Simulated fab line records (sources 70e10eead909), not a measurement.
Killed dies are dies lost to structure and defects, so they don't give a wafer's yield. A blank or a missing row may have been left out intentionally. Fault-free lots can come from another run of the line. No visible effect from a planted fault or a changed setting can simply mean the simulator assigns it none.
8D (eight disciplines) problem report, filled in by code + flow nand-harc + the parts of the form that need people (team, actions taken, sign-off) are left out

== 1. THE PROBLEM ==
Wafers without a fault read 90.0 nm, standard deviation 0.51; cd-nm at NHARC_P_M0_CD_MEAS_09 reads a mean of 71.3 nm on 3 wafers belonging to 2 lots. That puts it -37 standard deviations away from the usual mean.
The step: target cd 90 nm.
Seen first at day 11 09:06 on cd-sem-03, wafer L437.4. At this step, 42 wafers from 14 lots have a number in the record. Rule for "out" (also "out of limits"): further than 4 standard deviations from the usual mean. Any other wafer with a number is counted as sound.

== 2. WHAT IT IS, AND WHAT IT ISN'T ==
| question                    | is                     | is not                                                                                             |
|-----------------------------|------------------------|----------------------------------------------------------------------------------------------------|
| which readings at this step | cd-nm                  | -                                                                                                  |
| which lots                  | L437, L440             | L424, L425, L426, L427, L428, L429, L430, L442, L444, L445, L446, L447                             |
| which wafers of those lots  | L437.4, L437.6, L440.6 | L437.2, L440.1, L440.2                                                                             |
| read on which gauges        | cd-sem-01, cd-sem-03   | cd-sem-02                                                                                          |
| when                        | from day 11 09:06      | up to then (22 sound wafers); but 17 sound wafers of L440, L442, L444, L445, L446, L447 came after |

== 3. SUSPECTS, AND WHAT RULES EACH OUT ==
Counting: if a tool at a process step up to the reading ran every lot that is out, it stays a suspect. Sound lots after the first of them don't rule it out here, since some wafers of a struck lot are sound.
- the gauge at NHARC_P_M0_CD_MEAS_09 has been ruled out. Those wafers that are out were read across 2 gauges (cd-sem-01, cd-sem-03).
- litho-track-01 at NHARC_P_M0_PEB_07 (peb time 65 s): kept. It ran every lot that is out, first L437 (day 11 09:01); its last sound lot up to then is L429 (day 8 00:02). Its own heater-power-total-W readings are out on those wafers.
The count leaves litho-track-01 at NHARC_P_M0_PEB_07.

== 4. THE CAUSE (what the simulator had put in) ==
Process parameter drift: litho-track-01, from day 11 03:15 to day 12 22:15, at NHARC_P_M0_PEB_07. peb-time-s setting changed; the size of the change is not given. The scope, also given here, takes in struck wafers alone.
Counting left only this tool.

== 5. THE EFFECT CHAIN, in route order ==
Each row: a reading whose mean over the struck wafers that have a number lies more than 3 standard deviations from the usual. Only readings whose record carries a usual standard deviation are examined. hours: median over the lots of the time between each lot's start at the first step of this table that gives one and its start at this step. sigmas: the change, counted in usual standard deviations.
| hours | step                  | reading              | usual   | on struck wafers | change | sigmas      |
|-------|-----------------------|----------------------|---------|------------------|--------|-------------|
| 0     | NHARC_P_M0_PEB_07     | heater-power-total-W | 156.6 W | 204.9            | +48.3  | +99 or more |
| 0     | NHARC_P_M0_CD_MEAS_09 | cd-nm                | 90.0 nm | 71.3             | -18.7  | -37         |
Here are the process steps it includes:
- NHARC_P_M0_PEB_07: peb time 65 s.
Later steps that measure or inspect, where all struck wafers having a row at the step show a number for every such reading and not one has moved that far: NHARC_P_M0_OVL_MEAS_10, NHARC_P_M0_INSPECT_11.

== 6. HOW IT WOULD HAVE BEEN CAUGHT EARLIER ==
The first out-of-limits reading at a measuring or inspecting step in this record came at day 11 09:06, 6 hours after the fault's start at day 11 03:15.
The tool's own readings at NHARC_P_M0_PEB_07 were out on every struck wafer that the step has a row for (heater-power-total-W): an alarm limit on them would have fired on the first of those.
Among the 2 lots that are out, L440 began NHARC_P_M0_PEB_07 on litho-track-01 after day 11 09:06. Had the tool been put on hold then, it would have been spared.
